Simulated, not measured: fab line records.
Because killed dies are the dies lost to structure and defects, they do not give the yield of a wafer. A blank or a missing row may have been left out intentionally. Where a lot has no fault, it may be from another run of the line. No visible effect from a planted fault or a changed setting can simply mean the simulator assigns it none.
Matching of chambers | flow n5-finfet | N5_BEOL_M14_ETCH_68 on rie-diel-04 has 4 sister chambers
The step etches SOC in N2/H2, time 450 s. 4 wafers are shown with their chamber, then 7 later ones without.

## WAFERS PAIRED WITH THEIR CHAMBERS
wafer  | chamber | showerhead-plenum-p-Torr (Torr)
L088.3 | 3       | 2.52
L089.5 | 2       | 2.47
L091.2 | 1       | 2.72
L091.4 | 0       | 2.50

## WAFERS WITH NO CHAMBER GIVEN
wafer  | showerhead-plenum-p-Torr (Torr)
L091.5 | 2.52
L094.2 | 2.47
L094.3 | 2.49
L094.4 | 2.47
L093.1 | 2.71
L093.2 | 2.47
L093.4 | 2.49

## THE CHAMBER EACH PASSED THROUGH
wafer  | from the rows above     | in truth
L091.5 | 3                       | 3
L094.2 | 2                       | 2
L094.3 | can't be placed: 0 or 2 | 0
L094.4 | 2                       | 2
L093.1 | 1                       | 1
L093.2 | 2                       | 2
L093.4 | can't be placed: 0 or 2 | 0
Correct placement for 5 of the 7. Not placeable from these rows: 2 (in 2, the candidates include the true chamber). Number placed wrongly: 0.
How it was worked out, from the rows above alone: a wafer's distance from a chamber is the root of the sum, over the readings, of the square of ((its reading less the chamber's mean) divided by the reading's scatter). The wafer belongs to the nearest chamber; if the next one is less than 2 further off, it can't be placed. The mean given for a chamber averages the wafers shown for that chamber. The scatter (one wafer shown for each chamber): square how far every hidden wafer sits from the nearest shown wafer, average those squares and take the square root.
